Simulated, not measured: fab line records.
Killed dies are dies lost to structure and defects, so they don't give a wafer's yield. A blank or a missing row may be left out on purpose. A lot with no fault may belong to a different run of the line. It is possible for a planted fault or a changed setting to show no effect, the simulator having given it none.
What tool caused it? -- flow nand_harc -- 6 lots, 18 wafers sampled, at 4 steps of a route of 1159

WHAT THE GAUGES READ, wafer by wafer
NHARC_END_SORT_01.
lot,measured,on,killed_open
L637,day 19 19:31,prober-02,2 3 3
L639,day 20 11:10,prober-01,4 2 0
L641,day 20 01:26,prober-01,1 1 3
L644,day 21 07:01,prober-02,2 2 4
L647,day 22 14:54,prober-01,0 2 3
L655,day 23 20:13,prober-02,3 7 9

TOOL THAT RAN EACH LOT (tool first, then ch and the chambers of the sampled wafers, then the start)
lot,NHARC_A_ONON_D1_DEP_33,NHARC_A_CHANNEL_HOLE_D1_ETCH_16,NHARC_A_CHANNEL_HOLE_D1_ETCH_33
L637,"pecvd-04 ch 0,1, day 8 10:11","rie_diel-03 ch 0,2, day 8 16:20","har_etch-01 ch 0,1, day 8 20:53"
L639,"pecvd-01 ch 0,1,2, day 8 10:25","rie_diel-01 ch 1,2, day 8 18:07","har_etch-01 ch 0,1, day 9 01:08"
L641,"pecvd-01 ch 0,2, day 8 19:59","rie_diel-03 ch 1,2,3, day 9 02:43","har_etch-02 ch 0,1, day 9 07:14"
L644,"pecvd-03 ch 0,1,2, day 10 01:11","rie_diel-01 ch 1,3, day 10 06:40","har_etch-01 ch 0,1, day 10 11:14"
L647,"pecvd-04 ch 0,1,2, day 11 06:43","rie_diel-06 ch 0,2,3, day 11 11:11","har_etch-02 ch 0,1, day 11 15:50"
L655,"pecvd-03 ch 1,2, day 12 04:54","rie_diel-06 ch 1,2, day 12 09:21","har_etch-01 ch 0,1, day 12 14:04"
- NHARC_A_ONON_D1_DEP_33: deposits SiO2, target thk 200 nm.
- NHARC_A_CHANNEL_HOLE_D1_ETCH_16: etches the open film in O2/COS, target depth 3100 nm, time 806 s.
- NHARC_A_CHANNEL_HOLE_D1_ETCH_33: etches the open film in C4F8/O2/Ar, time 90 s, target depth 400 nm.

THE ANSWER, worked out from the rows above alone
Rule: the lots themselves supply what counts as usual. Put in order of their means at a reading, lots are off if they are a third of the lots or fewer, leave a main group of 4 or more, and stand apart from it by a gap of 3 or more times the standard deviation of the main group's means; of several such gaps the widest counts. Not used: any main group whose means are identical at the precision the tables above print for the reading. Also off: a lot with no number at a reading for which 4 or more lots have one. Where the step has rows for the other lots, those lots are counted as sound.
Off, at NHARC_END_SORT_01 on killed_open: L655. The main group has a mean of 2.1 with a standard deviation of 0.45.
If a tool, at a process step before that reading, ran all the lots that are off and no sound lot after the first of them, it fits. The gauges at NHARC_END_SORT_01 are tried like those tools. Can't be told from this: 4 tools fit, pecvd-03 at NHARC_A_ONON_D1_DEP_33, rie_diel-06 at NHARC_A_CHANNEL_HOLE_D1_ETCH_16, har_etch-01 at NHARC_A_CHANNEL_HOLE_D1_ETCH_33, prober-02 at NHARC_END_SORT_01.

WHAT WAS PUT IN BY THE SIMULATOR
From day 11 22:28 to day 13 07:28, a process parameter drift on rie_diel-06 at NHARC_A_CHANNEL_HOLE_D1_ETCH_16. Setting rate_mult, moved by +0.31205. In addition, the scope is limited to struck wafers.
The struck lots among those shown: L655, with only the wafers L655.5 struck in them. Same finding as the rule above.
